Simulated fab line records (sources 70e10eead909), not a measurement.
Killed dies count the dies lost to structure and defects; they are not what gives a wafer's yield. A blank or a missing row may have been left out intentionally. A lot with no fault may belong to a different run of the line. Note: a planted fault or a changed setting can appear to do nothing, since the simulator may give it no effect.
Matching of chambers | flow nand-harc | rie-diel-02 running NHARC_A_STAIRCASE_TRIM_235: 4 sister chambers
The step chemistry O2, time 211.2 s. 8 wafers are shown with their chamber, then 7 later ones without.

## WAFERS PAIRED WITH THEIR CHAMBERS
wafer  | chamber | showerhead-plenum-p-Torr (Torr) | oes-product-au (a.u.)
L234.6 | 0       | 3.34                            | 0.995
L237.6 | 1       | 3.71                            | 0.973
L236.1 | 1       | 3.71                            | 0.978
L236.5 | 3       | 3.34                            | 1.006
L238.3 | 0       | 3.34                            | 0.984
L238.6 | 2       | 3.46                            | 0.990
L242.1 | 3       | 3.33                            | 0.998
L242.2 | 2       | 3.46                            | 0.991

## WAFERS MISSING THEIR CHAMBER
wafer  | showerhead-plenum-p-Torr (Torr) | oes-product-au (a.u.)
L242.5 | 3.33                            | 0.991
L243.1 | 3.70                            | 0.981
L243.2 | 3.33                            | 0.990
L243.5 | 3.33                            | 0.990
L257.1 | 3.32                            | 1.009
L257.3 | 3.31                            | 1.000
L257.4 | 3.32                            | 1.003

## THE CHAMBER EACH PASSED THROUGH
wafer  | from the rows above     | in truth
L242.5 | can't be placed: 3 or 0 | 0
L243.1 | 1                       | 1
L243.2 | can't be placed: 3 or 0 | 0
L243.5 | can't be placed: 3 or 0 | 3
L257.1 | 3                       | 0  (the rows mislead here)
L257.3 | can't be placed: 3 or 0 | 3
L257.4 | can't be placed: 3 or 0 | 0
Placed correctly: 1 of 7. Not placeable from these rows: 5 (in 5, the candidates include the true chamber). Placed wrongly: 1.
How it was worked out, from the rows above alone: a wafer's distance from a chamber is the root of the sum, over the readings, of the square of ((its reading less the chamber's mean) divided by the reading's scatter). If the next closest chamber is less than 2 further off than the closest, the wafer can't be placed; otherwise it belongs to the closest. Each chamber's mean is taken over the wafers shown for it. The scatter: take each reading less its chamber's mean, square it, sum over the shown wafers, divide by the number of wafers less the number of chambers, and take the root.
